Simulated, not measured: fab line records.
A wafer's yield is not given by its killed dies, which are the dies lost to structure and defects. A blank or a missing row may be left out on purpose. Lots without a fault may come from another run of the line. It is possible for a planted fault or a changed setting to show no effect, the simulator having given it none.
Chamber matching | flow nand harc | NHARC_P_BONDPAD_ETCH_37 on rie diel-02: 4 sister chambers
The step etches the open film in N2/H2, target depth 60 nm, overetch 18 nm, time 65.91 s. 14 wafers are shown with their chamber, then 7 later ones without.

== WAFERS, EACH WITH ITS CHAMBER ==
wafer  | chamber | showerhead plenum p Torr (Torr) | rf vpp V (V) | chamber pressure mTorr (mTorr)
L078.1 | 3       | 2.04                            | 431.8        | 29.995
L078.2 | 2       | 2.05                            | 432.3        | 29.917
L078.6 | 3       | 2.04                            | 431.8        | 30.011
L081.1 | 3       | 2.04                            | 431.5        | 30.015
L081.3 | 2       | 2.05                            | 430.6        | 29.982
L081.5 | 3       | 2.04                            | 429.8        | 30.021
L089.2 | 0       | 2.11                            | 432.7        | 30.017
L089.4 | 3       | 2.04                            | 430.0        | 29.960
L089.5 | 0       | 2.11                            | 432.8        | 29.982
L092.1 | 2       | 2.04                            | 430.4        | 29.996
L092.4 | 1       | 2.12                            | 433.9        | 29.979
L092.6 | 2       | 2.05                            | 431.3        | 29.977
L095.3 | 0       | 2.11                            | 431.8        | 29.997
L095.4 | 1       | 2.12                            | 432.7        | 30.019

SIGNATURES, as means of the wafers listed above
reading                  | chamber 0 | chamber 1 | chamber 2 | chamber 3 | scatter within a chamber
showerhead plenum p Torr | 2.1100    | 2.1200    | 2.0475    | 2.0400    | 0.00274
rf vpp V                 | 432.433   | 433.300   | 431.150   | 430.980   | 0.866
chamber pressure mTorr   | 29.99867  | 29.99900  | 29.96800  | 30.00040  | 0.0274
Rule: for a wafer and a chamber, the distance is found by dividing, reading by reading, the gap between the wafer's reading and the chamber's mean by the reading's scatter, squaring, summing and taking the root. If the next closest chamber is less than 2 further off than the closest, the wafer can't be placed; otherwise it belongs to the closest. The scatter: take each reading less its chamber's mean, square it, sum over the shown wafers, divide by the number of wafers less the number of chambers, and take the root.

== WAFERS WITHOUT THEIR CHAMBER ==
wafer  | showerhead plenum p Torr (Torr) | rf vpp V (V) | chamber pressure mTorr (mTorr)
L095.5 | 2.12                            | 431.9        | 29.964
L096.1 | 2.11                            | 431.5        | 30.030
L096.4 | 2.12                            | 433.8        | 29.977
L096.6 | 2.11                            | 431.8        | 30.030
L097.3 | 2.12                            | 431.8        | 29.981
L097.4 | 2.12                            | 433.4        | 29.982
L097.6 | 2.04                            | 430.1        | 29.996

== WHICH CHAMBER EACH WENT THROUGH ==
wafer  | from the rows above     | in truth
L095.5 | can't be placed: 1 or 0 | 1
L096.1 | 0                       | 0
L096.4 | 1                       | 1
L096.6 | 0                       | 0
L097.3 | can't be placed: 1 or 0 | 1
L097.4 | 1                       | 1
L097.6 | 3                       | 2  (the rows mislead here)
Correctly placed: 4 of 7. Cannot be placed on the basis of these rows: 2; the candidates contain the true chamber in 2. 1 placed wrongly.
